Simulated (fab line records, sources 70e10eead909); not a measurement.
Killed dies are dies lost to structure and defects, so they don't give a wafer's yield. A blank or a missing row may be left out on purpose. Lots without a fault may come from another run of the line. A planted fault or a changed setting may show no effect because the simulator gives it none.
Which tool did it? | flow nand_harc | 23 lots, 69 wafers sampled, at 1 step of a route of 1302

WHAT THE GAUGES READ, wafer by wafer
NHARC_A_ONON_D1_THK_MEAS_18: measures by ellipsometry.
lot  | measured     | on            | thk_nm (nm)
L074 | day 8 03:23  | film_metro-02 | 1002 1002 1002
L075 | day 8 13:18  | film_metro-01 | 1007 1008 1008
L076 | day 8 21:52  | film_metro-02 | 993 993 993
L077 | day 9 15:07  | film_metro-01 | 981 980 983
L078 | day 9 15:08  | film_metro-02 | 995 998 996
L079 | day 10 02:53 | film_metro-01 | 1021 1022 1020
L080 | day 10 20:38 | film_metro-02 | 989 990 988
L081 | day 11 03:04 | film_metro-01 | 989 989 989
L082 | day 11 14:55 | film_metro-01 | 997 998 998
L083 | day 12 07:14 | film_metro-01 | 1017 1017 1016
L084 | day 12 07:32 | film_metro-02 | 999 996 996
L085 | day 12 20:48 | film_metro-02 | 1000 998 999
L086 | day 13 02:09 | film_metro-01 | 987 989 989
L088 | day 14 08:59 | film_metro-01 | 981 982 982
L089 | day 14 08:59 | film_metro-02 | 994 992 993
L090 | day 15 10:00 | film_metro-01 | 1000 1000 998
L091 | day 15 10:01 | film_metro-02 | 1002 1003 1002
L093 | day 15 23:40 | film_metro-01 | 989 989 990
L092 | day 15 23:40 | film_metro-02 | 993 993 994
L094 | day 16 15:31 | film_metro-01 | 1006 1006 1007
L095 | day 17 04:07 | film_metro-01 | 999 998 997
L097 | day 17 08:08 | film_metro-01 | 1010 1010 1009
L096 | day 17 08:08 | film_metro-02 | 1000 1001 1003

WHICH TOOL RAN EACH LOT (tool, then ch and the chambers of the sampled wafers, then the start)
The record holds no process step before these readings.

WHAT THE TOOLS THEMSELVES READ (means of the sampled wafers that have a number; where no wafer has one, the mark that the record gives instead)
The record holds no such reading with a usual standard deviation.

THE ANSWER, worked out from the rows above alone
Rule: what is usual is taken from the lots themselves. Put in order of their means at a reading, lots are off if they are a third of the lots or fewer, leave a main group of 4 or more, and stand apart from it by a gap of 3 or more times the standard deviation of the main group's means; of several such gaps the widest counts. A main group whose means are all the same, to the digits that the tables above print for the reading, isn't used. A lot without any number at a reading at which 4 lots or more have one is off too. The other lots that the step has rows for count as sound. The gauges are gone through in route order, then the tools' own readings, and for those a lot's mean is taken as printed above. The first step at which some lot is off is used, and at that step the reading that is off furthest; a lot without a number counts as furthest.
No lot is off at any reading shown: from this, nothing can be told.

WHAT THE SIMULATOR HAD PUT IN
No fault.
